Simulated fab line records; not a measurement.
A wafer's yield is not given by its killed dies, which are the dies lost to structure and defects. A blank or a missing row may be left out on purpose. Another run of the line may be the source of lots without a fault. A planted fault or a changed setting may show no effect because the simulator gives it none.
Matching of chambers -- flow n5 finfet -- N5_BEOL_M2_ETCH_69 on rie diel-01: 4 sister chambers
The step etches SiARC in CF4, target depth 15.6 nm, time 26 s. 22 wafers are shown with their chamber, then 11 later ones without.

== WAFERS PAIRED WITH THEIR CHAMBERS ==
wafer,chamber,drypump motor current A (A),showerhead plenum p Torr (Torr),throttle valve pct (%)
L074.2,3,5.5,2.12,15.75
L074.3,0,6.7,2.20,15.88
L074.6,1,6.4,2.17,15.21
L075.2,1,6.4,2.17,15.22
L075.5,2,5.3,2.12,15.85
L075.6,3,5.4,2.12,15.75
L076.1,1,6.4,2.17,15.20
L076.4,2,5.3,2.12,15.86
L076.6,0,6.7,2.19,15.87
L078.1,1,6.4,2.16,15.21
L078.3,2,5.3,2.12,15.86
L078.5,2,5.3,2.12,15.89
L079.1,2,5.3,2.12,15.88
L079.2,1,6.4,2.16,15.22
L079.4,0,6.7,2.19,15.91
L083.1,1,6.4,2.16,15.24
L083.5,2,5.3,2.11,15.90
L083.6,3,5.5,2.12,15.78
L085.1,0,6.7,2.19,15.38
L085.4,2,5.3,2.11,15.91
L085.5,1,6.4,2.16,15.25
L087.3,3,5.4,2.11,15.81

SIGNATURES (averages over the wafers above)
reading,chamber 0,chamber 1,chamber 2,chamber 3,scatter within a chamber
drypump motor current A,6.700,6.400,5.300,5.450,0.0236
showerhead plenum p Torr,2.1925,2.1643,2.1171,2.1175,0.00508
throttle valve pct,15.7600,15.2214,15.8786,15.7725,0.106
Rule: a wafer's distance from a chamber is the root of the sum, over the readings, of the square of ((its reading less the chamber's mean) divided by the reading's scatter). If the next closest chamber is less than 2 further off than the closest, the wafer can't be placed; otherwise it belongs to the closest. The scatter: take each reading less its chamber's mean, square it, sum over the shown wafers, divide by the number of wafers less the number of chambers, and take the root.

== WAFERS WHOSE CHAMBER IS MISSING ==
wafer,drypump motor current A (A),showerhead plenum p Torr (Torr),throttle valve pct (%)
L087.4,6.7,2.19,15.39
L087.6,6.4,2.16,15.26
L089.1,5.4,2.11,15.83
L089.2,6.4,2.15,15.27
L089.4,5.3,2.11,15.40
L095.1,6.4,2.15,15.30
L095.3,5.3,2.11,15.43
L095.4,6.4,2.15,15.27
L097.1,5.4,2.11,15.34
L097.2,6.7,2.18,15.43
L097.6,5.3,2.10,15.44

== EACH ONE'S CHAMBER ==
wafer,from the rows above,in truth
L087.4,0,0
L087.6,1,1
L089.1,can't be placed: 3 or 2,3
L089.2,1,1
L089.4,2,2
L095.1,1,1
L095.3,2,2
L095.4,1,1
L097.1,can't be placed: 3 or 2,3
L097.2,0,0
L097.6,2,2
Placed correctly: 9 of 11. From these rows, 2 cannot be placed; in 2 the true chamber is one of the candidates. Wrongly placed: 0.
